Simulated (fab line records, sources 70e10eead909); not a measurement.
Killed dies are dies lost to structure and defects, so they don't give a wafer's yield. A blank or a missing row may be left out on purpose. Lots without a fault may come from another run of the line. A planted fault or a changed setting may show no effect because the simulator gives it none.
Chamber matching | flow nand_harc | NHARC_A_CHANNEL_FILL_D1_ETCHBACK_20 on rie_diel-09: 4 sister chambers
The step etches the open film in C4F8/O2/Ar, target depth 27 nm, time 13.5 s. 4 wafers are shown with their chamber, then 9 later ones without.

WAFERS WITH THEIR CHAMBER
wafer  | chamber | rf_vpp_V (V)
L084.5 | 0       | 987
L087.5 | 3       | 982
L090.5 | 1       | 975
L090.6 | 2       | 985

WAFERS WITHOUT THEIR CHAMBER
wafer  | rf_vpp_V (V)
L092.1 | 976
L092.2 | 985
L092.5 | 976
L095.1 | 987
L095.2 | 976
L095.4 | 984
L096.1 | 982
L096.3 | 976
L096.4 | 987

WHICH CHAMBER EACH WENT THROUGH
wafer  | from the rows above     | in truth
L092.1 | 1                       | 1
L092.2 | 2                       | 2
L092.5 | 1                       | 1
L095.1 | 0                       | 0
L095.2 | 1                       | 1
L095.4 | can't be placed: 2 or 3 | 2
L096.1 | 3                       | 3
L096.3 | 1                       | 1
L096.4 | 0                       | 0
Placed correctly: 8 of 9. Can't be placed from these rows: 1 (the true chamber is among the candidates in 1). Placed wrongly: 0.
How it was worked out, from the rows above alone: a wafer's distance from a chamber is the root of the sum, over the readings, of the square of ((its reading less the chamber's mean) divided by the reading's scatter). The wafer belongs to the nearest chamber; if the next one is less than 2 further off, it can't be placed. A chamber's mean is the mean of its shown wafers. The scatter: with one shown wafer a chamber, the root of the mean of the squares of how far each hidden wafer lies from its nearest shown one.
